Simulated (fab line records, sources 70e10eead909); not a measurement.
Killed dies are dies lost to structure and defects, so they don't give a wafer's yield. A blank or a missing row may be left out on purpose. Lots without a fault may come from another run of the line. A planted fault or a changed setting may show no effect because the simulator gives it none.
fab line records | flow nand_harc | part 1 of 2: steps 1 to 24 of 35
record lots=5 wafers=15 last_day=33
route steps=1302 shown A_SOURCE_PLATE@423 A_ONON_D1@424 A_CHANNEL_HOLE_D1@450
lots that met no fault: from a run of the same line without faults
start_h: hours from the record's first day to the start of the lot's first wafer shown | wait_h: hours since the lot's step before | " the same as in the row above | L1.1+2: a row that stands for several wafers | - no value, or no start given | * or withheld: withheld | < > ~ a bound
route shown NAME@n: a module of which the file shows steps, and the number in the route of the first | usual: mean/standard deviation of fault-free wafers | same: alike in all rows | chamber/n: place in a boat | sites: the reading at each site | _std_site: their standard deviation | _edge_site: outer sites' mean less inner sites' | radius_mm: how far each site lies from the wafer's centre | mask NAME#n: copy n | behind: the tool/chamber that last shaped the wafer | hold: why the lot was held/for how many hours/how that ended | device: the transistor (n, p or np) that didn't switch | end of line: the same wafers' tests at the end of the route | a step without rows: its recipe alone | killed: dies lost to structure and defects at the first sort, not the wafer's yield | map: a wafer's dies, x killed, . not, _ none there
set.NAME: the setting as run; set.NAME@STEP: as run at that earlier step | model.NAME: the simulator's own value behind a step, which no gauge read
lots at some steps of the route; a table a step, a row a wafer
services: from which hour (start_h, from the record's first day; less than 0 if before it) a tool's chamber was out of use, for how many hours, and why
## steps
# step NHARC_A_SOURCE_PLATE_INSPECT_08
# usual raw_defect_count=65/24
# columns lot.wafer tool chamber start_h wait_h raw_defect_count
L075.3 defect_inspect-01 - 175.25 0.0 31
L075.4 " - " " 81
L075.6 " - " " 45
L077.1 defect_inspect-01 - 192.64 0.0 74
L077.2 " - " " 90
L077.3 " - " " 61
L082.3 defect_inspect-01 - 239.64 0.0 80
L082.5 " - " " 41
L082.6 " - " " 51
L094.1 defect_inspect-02 - 366.75 0.0 76
L094.4 " - " " 104
L094.6 " - " " 96
L096.2 defect_inspect-02 - 381.05 0.0 26
L096.4 " - " " 41
L096.6 " - " " 18
# step NHARC_A_ONON_D1_DEP_00
# recipe target_thk_a=10000 n2_flow_sccm=2750 n2o_flow_sccm=2000 nh3_flow_sccm=500 sih4_flow_sccm=210 temp_c=400
# usual n2_flow_sccm=2748/7.8 susceptor_temp_C=400.04/0.23
# columns lot.wafer tool chamber start_h wait_h n2_flow_sccm susceptor_temp_C
L075.3 pecvd_onon-02 0 175.43 0.2 2751 400.18
L075.4 " 0 " " 2745 400.19
L075.6 " 0 " " 2747 400.07
L077.1 pecvd_onon-04 0 192.70 0.1 2752 400.31
L077.2 " 0 " " 2747 400.21
L077.3 " 0 " " 2745 399.97
L082.3 pecvd_onon-02 0 239.83 0.2 2755 400.14
L082.5 " 0 " " 2740 400.25
L082.6 " 0 " " 2746 399.94
L094.1 pecvd_onon-04 0 366.99 0.2 2758 400.04
L094.4 " 0 " " 2748 399.92
L094.6 " 0 " " 2752 400.08
L096.2 pecvd_onon-02 0 381.17 0.1 2758 399.93
L096.4 " 0 " " 2751 399.79
L096.6 " 0 " " 2745 400.15
# step NHARC_A_ONON_D1_THK_MEAS_02
# recipe thk_meas_gauge=ellipsometry
# usual thk_nm=998/8.1
# columns lot.wafer tool chamber start_h wait_h thk_nm
L075.3 film_metro-01 - 175.83 - 997
L075.4 " - " " 997
L075.6 " - " " 997
L077.1 film_metro-01 - 193.21 - 1000
L077.2 " - " " 1001
L077.3 " - " " 999
L082.3 film_metro-02 - 240.22 - 996
L082.5 " - " " 995
L082.6 " - " " 995
L094.1 film_metro-01 - 367.49 - 1002
L094.4 " - " " 1001
L094.6 " - " " 1001
L096.2 film_metro-01 - 381.63 - 1004
L096.4 " - " " 1007
L096.6 " - " " 1006
# step NHARC_A_ONON_D1_DEP_03
# recipe target_thk_a=10000 n2_flow_sccm=2750 n2o_flow_sccm=2000 nh3_flow_sccm=500 sih4_flow_sccm=210 temp_c=400
# usual n2_flow_sccm=2751/7.1 susceptor_temp_C=399.95/0.24
# columns lot.wafer tool chamber start_h wait_h n2_flow_sccm susceptor_temp_C
L075.3 pecvd_onon-04 0 176.00 0.2 2767 400.43
L075.4 " 0 " " 2744 400.44
L075.6 " 0 " " 2744 400.46
L077.1 pecvd_onon-04 0 193.27 0.1 2753 399.74
L077.2 " 0 " " 2749 400.00
L077.3 " 0 " " 2742 399.72
L082.3 pecvd_onon-02 0 240.40 0.2 2752 400.26
L082.5 " 0 " " 2739 399.92
L082.6 " 0 " " 2742 399.90
L094.1 pecvd_onon-04 0 367.68 0.2 2750 400.07
L094.4 " 0 " " 2760 400.12
L094.6 " 0 " " 2751 399.43
L096.2 pecvd_onon-02 0 381.74 0.1 2749 399.97
L096.4 " 0 " " 2746 400.25
L096.6 " 0 " " 2750 399.92
# step NHARC_A_ONON_D1_THK_MEAS_05
# recipe thk_meas_gauge=ellipsometry
# usual thk_nm=1001/9
# columns lot.wafer tool chamber start_h wait_h thk_nm
L075.3 film_metro-02 - 176.42 - 1014
L075.4 " - " " 1014
L075.6 " - " " 1014
L077.1 film_metro-02 - 193.78 - 1001
L077.2 " - " " 1002
L077.3 " - " " 1001
L082.3 film_metro-01 - 240.79 - 1009
L082.5 " - " " 1007
L082.6 " - " " 1007
L094.1 film_metro-01 - 368.19 - 998
L094.4 " - " " 996
L094.6 " - " " 996
L096.2 film_metro-01 - 382.19 - 998
L096.4 " - " " 998
L096.6 " - " " 999
# step NHARC_A_ONON_D1_DEP_06
# recipe target_thk_a=10000 n2_flow_sccm=2750 n2o_flow_sccm=2000 nh3_flow_sccm=500 sih4_flow_sccm=210 temp_c=400
# usual n2_flow_sccm=2750/7.7 susceptor_temp_C=399.98/0.24
# columns lot.wafer tool chamber start_h wait_h n2_flow_sccm susceptor_temp_C
L075.3 pecvd_onon-03 0 176.59 0.2 2761 399.84
L075.4 " 0 " " 2750 399.78
L075.6 " 0 " " 2759 399.76
L077.1 pecvd_onon-04 0 193.84 0.1 2754 400.20
L077.2 " 0 " " 2747 400.06
L077.3 " 0 " " 2752 400.33
L082.3 pecvd_onon-02 0 240.96 0.2 2754 400.02
L082.5 " 0 " " 2757 399.91
L082.6 " 0 " " 2747 399.67
L094.1 pecvd_onon-03 0 368.25 0.1 2751 399.78
L094.4 " 0 " " 2738 399.65
L094.6 " 0 " " 2745 399.92
L096.2 pecvd_onon-02 0 382.31 0.1 2753 400.07
L096.4 " 0 " " 2753 400.13
L096.6 " 0 " " 2757 400.23
# step NHARC_A_ONON_D1_THK_MEAS_08
# recipe thk_meas_gauge=ellipsometry
# usual thk_nm=1000/7.9
# columns lot.wafer tool chamber start_h wait_h thk_nm
L075.3 film_metro-01 - 176.99 - 1006
L075.4 " - " " 1007
L075.6 " - " " 1007
L077.1 film_metro-01 - 194.34 - 1014
L077.2 " - " " 1017
L077.3 " - " " 1015
L082.3 film_metro-01 - 241.35 - 1011
L082.5 " - " " 1009
L082.6 " - " " 1010
L094.1 film_metro-02 - 368.76 - 1005
L094.4 " - " " 1003
L094.6 " - " " 1004
L096.2 film_metro-01 - 382.77 - 1000
L096.4 " - " " 997
L096.6 " - " " 996
# step NHARC_A_ONON_D1_DEP_09
# recipe target_thk_a=10000 n2_flow_sccm=2750 n2o_flow_sccm=2000 nh3_flow_sccm=500 sih4_flow_sccm=210 temp_c=400
# usual n2_flow_sccm=2749/8.8 susceptor_temp_C=400.01/0.21
# columns lot.wafer tool chamber start_h wait_h n2_flow_sccm susceptor_temp_C
L075.3 pecvd_onon-02 0 177.16 0.2 2753 399.78
L075.4 " 0 " " 2739 400.02
L075.6 " 0 " " 2744 399.95
L077.1 pecvd_onon-04 0 194.40 0.1 2749 399.57
L077.2 " 0 " " 2744 399.85
L077.3 " 0 " " 2748 399.85
L082.3 pecvd_onon-02 0 241.52 0.2 2748 399.96
L082.5 " 0 " " 2741 399.96
L082.6 " 0 " " 2756 400.24
L094.1 pecvd_onon-03 0 368.82 0.1 2755 399.82
L094.4 " 0 " " 2759 400.49
L094.6 " 0 " " 2754 399.86
L096.2 pecvd_onon-03 0 382.88 0.1 2750 400.04
L096.4 " 0 " " 2741 400.08
L096.6 " 0 " " 2755 400.07
# step NHARC_A_ONON_D1_THK_MEAS_11
# recipe thk_meas_gauge=ellipsometry
# usual thk_nm=1002/11
# columns lot.wafer tool chamber start_h wait_h thk_nm
L075.3 film_metro-01 - 177.55 - 1009
L075.4 " - " " 1009
L075.6 " - " " 1008
L077.1 film_metro-02 - 194.91 - 1022
L077.2 " - " " 1022
L077.3 " - " " 1020
L082.3 film_metro-01 - 241.91 - 1010
L082.5 " - " " 1010
L082.6 " - " " 1009
L094.1 film_metro-01 - 369.32 - 1009
L094.4 " - " " 1009
L094.6 " - " " 1009
L096.2 film_metro-01 - 383.33 - 1005
L096.4 " - " " 1005
L096.6 " - " " 1004
# step NHARC_A_ONON_D1_DEP_12
# recipe target_thk_a=10000 n2_flow_sccm=2750 n2o_flow_sccm=2000 nh3_flow_sccm=500 sih4_flow_sccm=210 temp_c=400
# usual n2_flow_sccm=2750/8.7 susceptor_temp_C=400.04/0.22
# columns lot.wafer tool chamber start_h wait_h n2_flow_sccm susceptor_temp_C
L075.3 pecvd_onon-04 0 177.73 0.2 2746 400.05
L075.4 " 0 " " 2765 400.21
L075.6 " 0 " " 2760 400.13
L077.1 pecvd_onon-04 0 194.96 0.1 2761 399.91
L077.2 " 0 " " 2753 399.73
L077.3 " 0 " " 2754 400.03
L082.3 pecvd_onon-02 0 242.08 0.2 2744 400.26
L082.5 " 0 " " 2746 400.03
L082.6 " 0 " " 2733 400.20
L094.1 pecvd_onon-03 0 369.37 0.1 2741 399.72
L094.4 " 0 " " 2742 399.76
L094.6 " 0 " " 2727 400.17
L096.2 pecvd_onon-04 0 383.44 0.1 2742 400.08
L096.4 " 0 " " 2749 400.14
L096.6 " 0 " " 2752 399.76
# step NHARC_A_ONON_D1_THK_MEAS_14
# recipe thk_meas_gauge=ellipsometry
# usual thk_nm=1002/14
# columns lot.wafer tool chamber start_h wait_h thk_nm
L075.3 film_metro-01 - 178.13 - 990
L075.4 " - " " 989
L075.6 " - " " 988
L077.1 film_metro-02 - 195.48 - 1003
L077.2 " - " " 1002
L077.3 " - " " 1003
L082.3 film_metro-02 - 242.48 - 1008
L082.5 " - " " 1006
L082.6 " - " " 1007
L094.1 film_metro-02 - 369.88 - 996
L094.4 " - " " 994
L094.6 " - " " 993
L096.2 film_metro-01 - 383.90 - 1028
L096.4 " - " " 1030
L096.6 " - " " 1030
# step NHARC_A_ONON_D1_ANNEAL_15
# recipe temp_c=750 time_s=3600
# usual spike_tc_top_C=765.4/2.3 spike_tc_upper_C=750.7/1.1
# columns lot.wafer tool chamber start_h wait_h spike_tc_top_C spike_tc_upper_C
L075.3 furnace-08 0 182.72 4.6 764.8 749.9
L075.4 " 0 " " 767.0 750.4
L075.6 " 0 " " 766.2 749.6
L077.1 furnace-04 0 198.64 3.2 762.6 750.2
L077.2 " 0 " " 761.1 751.3
L077.3 " 0 " " 760.8 750.4
L082.3 furnace-08 0 245.87 3.4 765.7 750.5
L082.5 " 0 " " 769.3 750.9
L082.6 " 0 " " 768.6 750.7
L094.1 furnace-08 0 375.96 6.1 769.0 752.7
L094.4 " 0 " " 767.9 749.4
L094.6 " 0 " " 767.1 750.0
L096.2 furnace-08 0 391.64 7.7 765.5 748.6
L096.4 " 0 " " 768.1 747.9
L096.6 " 0 " " 767.2 751.7
# step NHARC_A_ONON_D1_DEP_16
# recipe target_thk_a=10000 n2_flow_sccm=2750 n2o_flow_sccm=2000 nh3_flow_sccm=500 sih4_flow_sccm=210 temp_c=400
# usual n2_flow_sccm=2750/8.3 susceptor_temp_C=400.01/0.22
# columns lot.wafer tool chamber start_h wait_h n2_flow_sccm susceptor_temp_C
L075.3 pecvd_onon-03 0 186.72 0.2 2759 400.13
L075.4 " 0 " " 2753 399.95
L075.6 " 0 " " 2748 400.34
L077.1 pecvd_onon-04 0 202.50 0.1 2757 400.05
L077.2 " 0 " " 2755 400.16
L077.3 " 0 " " 2746 400.12
L082.3 pecvd_onon-03 0 249.84 0.2 2745 399.71
L082.5 " 0 " " 2742 399.98
L082.6 " 0 " " 2741 400.15
L094.1 pecvd_onon-03 0 379.86 0.1 2760 399.95
L094.4 " 0 " " 2764 399.72
L094.6 " 0 " " 2767 399.96
L096.2 pecvd_onon-02 0 395.64 0.1 2747 399.95
L096.4 " 0 " " 2755 399.85
L096.6 " 0 " " 2751 400.19
# step NHARC_A_ONON_D1_THK_MEAS_18
# recipe thk_meas_gauge=ellipsometry
# usual thk_nm=998/8.2
# columns lot.wafer tool chamber start_h wait_h thk_nm
L075.3 film_metro-01 - 187.12 - 1010
L075.4 " - " " 1011
L075.6 " - " " 1011
L077.1 film_metro-02 - 203.02 - 998
L077.2 " - " " 997
L077.3 " - " " 996
L082.3 film_metro-01 - 250.23 - 997
L082.5 " - " " 998
L082.6 " - " " 999
L094.1 film_metro-01 - 380.37 - 997
L094.4 " - " " 995
L094.6 " - " " 996
L096.2 film_metro-02 - 396.10 - 981
L096.4 " - " " 980
L096.6 " - " " 981
# step NHARC_A_ONON_D1_DEP_19
# recipe target_thk_a=10000 n2_flow_sccm=2750 n2o_flow_sccm=2000 nh3_flow_sccm=500 sih4_flow_sccm=210 temp_c=400
# usual n2_flow_sccm=2751/8.2 susceptor_temp_C=400.02/0.24
# columns lot.wafer tool chamber start_h wait_h n2_flow_sccm susceptor_temp_C
L075.3 pecvd_onon-04 0 187.29 0.2 2756 399.84
L075.4 " 0 " " 2759 400.06
L075.6 " 0 " " 2746 400.27
L077.1 pecvd_onon-03 0 203.08 0.1 2743 399.79
L077.2 " 0 " " 2744 399.66
L077.3 " 0 " " 2752 399.31
L082.3 pecvd_onon-02 0 250.40 0.2 2757 399.81
L082.5 " 0 " " 2752 400.05
L082.6 " 0 " " 2753 400.38
L094.1 pecvd_onon-02 0 380.43 0.1 2762 399.93
L094.4 " 0 " " 2755 400.21
L094.6 " 0 " " 2739 400.42
L096.2 pecvd_onon-03 0 396.21 0.1 2751 400.09
L096.4 " 0 " " 2749 400.23
L096.6 " 0 " " 2753 399.97
# step NHARC_A_ONON_D1_THK_MEAS_21
# recipe thk_meas_gauge=ellipsometry
# usual thk_nm=1000/10
# columns lot.wafer tool chamber start_h wait_h thk_nm
L075.3 film_metro-01 - 187.69 - 996
L075.4 " - " " 999
L075.6 " - " " 997
L077.1 film_metro-02 - 203.59 - 1018
L077.2 " - " " 1018
L077.3 " - " " 1018
L082.3 film_metro-01 - 250.79 - 996
L082.5 " - " " 995
L082.6 " - " " 997
L094.1 film_metro-01 - 380.94 - 1008
L094.4 " - " " 1005
L094.6 " - " " 1007
L096.2 film_metro-02 - 396.66 - 986
L096.4 " - " " 987
L096.6 " - " " 988
# step NHARC_A_ONON_D1_DEP_22
# recipe target_thk_a=10000 n2_flow_sccm=2750 n2o_flow_sccm=2000 nh3_flow_sccm=500 sih4_flow_sccm=210 temp_c=400
# usual n2_flow_sccm=2749/7.6 susceptor_temp_C=400.04/0.23
# columns lot.wafer tool chamber start_h wait_h n2_flow_sccm susceptor_temp_C
L075.3 pecvd_onon-03 0 187.86 0.2 2750 400.01
L075.4 " 0 " " 2747 399.65
L075.6 " 0 " " 2769 400.02
L077.1 pecvd_onon-02 0 203.64 0.1 2760 400.14
L077.2 " 0 " " 2754 400.09
L077.3 " 0 " " 2761 400.06
L082.3 pecvd_onon-04 0 250.96 0.2 2750 400.23
L082.5 " 0 " " 2738 400.05
L082.6 " 0 " " 2754 400.29
L094.1 pecvd_onon-04 0 380.99 0.1 2754 400.19
L094.4 " 0 " " 2745 399.95
L094.6 " 0 " " 2757 399.88
L096.2 pecvd_onon-02 0 396.77 0.1 2750 400.14
L096.4 " 0 " " 2767 400.28
L096.6 " 0 " " 2754 400.23
# step NHARC_A_ONON_D1_THK_MEAS_24
# recipe thk_meas_gauge=ellipsometry
# usual thk_nm=998/9.4
# columns lot.wafer tool chamber start_h wait_h thk_nm
L075.3 film_metro-02 - 188.25 - 1012
L075.4 " - " " 1012
L075.6 " - " " 1012
L077.1 film_metro-01 - 204.16 - 989
L077.2 " - " " 990
L077.3 " - " " 989
L082.3 film_metro-01 - 251.35 - 982
L082.5 " - " " 982
L082.6 " - " " 981
L094.1 film_metro-01 - 381.51 - 987
L094.4 " - " " 987
L094.6 " - " " 987
L096.2 film_metro-02 - 397.22 - 997
L096.4 " - " " 1000
L096.6 " - " " 997
# step NHARC_A_ONON_D1_DEP_25
# recipe target_thk_a=10000 n2_flow_sccm=2750 n2o_flow_sccm=2000 nh3_flow_sccm=500 sih4_flow_sccm=210 temp_c=400
# usual n2_flow_sccm=2751/8.1 susceptor_temp_C=400.03/0.25
# columns lot.wafer tool chamber start_h wait_h n2_flow_sccm susceptor_temp_C
L075.3 pecvd_onon-04 0 188.42 0.2 2753 400.28
L075.4 " 0 " " 2758 399.76
L075.6 " 0 " " 2756 399.94
L077.1 pecvd_onon-04 0 204.21 0.1 2757 400.04
L077.2 " 0 " " 2739 400.01
L077.3 " 0 " " 2735 400.21
L082.3 pecvd_onon-03 0 251.52 0.2 2738 399.76
L082.5 " 0 " " 2752 400.15
L082.6 " 0 " " 2738 400.03
L094.1 pecvd_onon-04 0 381.56 0.1 2744 400.08
L094.4 " 0 " " 2750 400.23
L094.6 " 0 " " 2741 400.20
L096.2 pecvd_onon-04 0 397.34 0.1 2749 399.79
L096.4 " 0 " " 2744 400.04
L096.6 " 0 " " 2748 400.01
# step NHARC_A_ONON_D1_THK_MEAS_27
# recipe thk_meas_gauge=ellipsometry
# usual thk_nm=1002/9.5
# columns lot.wafer tool chamber start_h wait_h thk_nm
L075.3 film_metro-01 - 188.82 - 993
L075.4 " - " " 995
L075.6 " - " " 995
L077.1 film_metro-02 - 204.73 - 1004
L077.2 " - " " 1005
L077.3 " - " " 1004
L082.3 film_metro-02 - 251.92 - 1007
L082.5 " - " " 1006
L082.6 " - " " 1006
L094.1 film_metro-01 - 382.07 - 1004
L094.4 " - " " 1003
L094.6 " - " " 1003
L096.2 film_metro-02 - 397.79 - 982
L096.4 " - " " 979
L096.6 " - " " 979
# step NHARC_A_ONON_D1_DEP_28
# recipe target_thk_a=10000 n2_flow_sccm=2750 n2o_flow_sccm=2000 nh3_flow_sccm=500 sih4_flow_sccm=210 temp_c=400
# usual n2_flow_sccm=2751/7.7 susceptor_temp_C=400.01/0.21
# columns lot.wafer tool chamber start_h wait_h n2_flow_sccm susceptor_temp_C
L075.3 pecvd_onon-03 0 188.99 0.2 2749 400.38
L075.4 " 0 " " 2754 400.29
L075.6 " 0 " " 2758 400.07
L077.1 pecvd_onon-03 0 204.78 0.1 2757 400.04
L077.2 " 0 " " 2761 400.17
L077.3 " 0 " " 2753 400.16
L082.3 pecvd_onon-02 0 252.09 0.2 2752 400.09
L082.5 " 0 " " 2751 400.08
L082.6 " 0 " " 2753 399.92
L094.1 pecvd_onon-04 0 382.13 0.1 2754 400.09
L094.4 " 0 " " 2750 399.84
L094.6 " 0 " " 2746 399.93
L096.2 pecvd_onon-02 0 397.91 0.1 2755 399.96
L096.4 " 0 " " 2741 399.72
L096.6 " 0 " " 2747 400.11
# step NHARC_A_ONON_D1_THK_MEAS_30
# recipe thk_meas_gauge=ellipsometry
# usual thk_nm=999/9.5
# columns lot.wafer tool chamber start_h wait_h thk_nm
L075.3 film_metro-01 - 189.39 - 1001
L075.4 " - " " 1000
L075.6 " - " " 1002
L077.1 film_metro-01 - 205.29 - 1021
L077.2 " - " " 1021
L077.3 " - " " 1021
L082.3 film_metro-01 - 252.48 - 996
L082.5 " - " " 997
L082.6 " - " " 998
L094.1 film_metro-01 - 382.64 - 1000
L094.4 " - " " 999
L094.6 " - " " 1000
L096.2 film_metro-02 - 398.37 - 998
L096.4 " - " " 996
L096.6 " - " " 998
# step NHARC_A_ONON_D1_DEP_33
# recipe target_thk_a=2000 temp_c=400 pressure_torr=6.5 rf_w=900 teos_flow_sccm=161.4 flow_sccm=2650 target_thk_nm=200 gas=O2 material=SiO2
# usual chamber_pressure_Torr=6.499/0.014 heater_power_w=585/110 rf_fwd_power_W=897.8/2.8 susceptor_temp_C=400.04/0.21 throttle_valve_pct=16.3/0.63
# columns lot.wafer tool chamber start_h wait_h chamber_pressure_Torr heater_power_w rf_fwd_power_W susceptor_temp_C throttle_valve_pct
L075.3 pecvd-01 1 189.49 0.1 6.501 566 900.8 399.92 16.5
L075.6 " 0 " " 6.488 513 895.8 400.03 17.1
L075.4 " 1 " " 6.514 596 900.9 399.75 16.5
L077.2 pecvd-02 1 205.35 0.1 6.533 641 895.2 400.42 15.8
L077.1 " 2 " " 6.509 728 895.0 400.12 16.0
L077.3 " 0 " " 6.499 529 894.3 400.08 15.5
L082.3 pecvd-01 2 252.58 0.1 6.512 462 895.8 400.04 15.7
L082.5 " 2 " " 6.494 488 894.8 399.85 15.8
L082.6 " 0 " " 6.498 475 899.5 399.86 17.1
L094.1 pecvd-02 2 382.79 0.1 6.520 795 897.7 400.23 16.6
L094.4 " 1 " " 6.491 730 891.0 400.22 15.8
L094.6 " 2 " " 6.518 616 896.5 399.82 16.7
L096.2 pecvd-02 0 398.52 0.1 6.519 429 894.8 399.99 15.6
L096.4 " 2 " " 6.508 698 897.5 399.75 16.4
L096.6 " 0 " " 6.511 461 896.8 399.87 15.3
# step NHARC_A_ONON_D1_THK_MEAS_34
# recipe thk_meas_gauge=ellipsometry
# usual thk_nm=200.3/2.9
# columns lot.wafer tool chamber start_h wait_h thk_nm
L075.3 film_metro-01 - 189.86 - 199.6
L075.4 " - " " 200.5
L075.6 " - " " 199.2
L077.1 film_metro-02 - 205.76 - 199.1
L077.2 " - " " 197.8
L077.3 " - " " 198.6
L082.3 film_metro-01 - 252.95 - 201.8
L082.5 " - " " 205.0
L082.6 " - " " 205.6
L094.1 film_metro-01 - 383.12 - 199.3
L094.4 " - " " 198.2
L094.6 " - " " 201.8
L096.2 film_metro-01 - 398.84 - 198.8
L096.4 " - " " 208.1
L096.6 " - " " 201.5
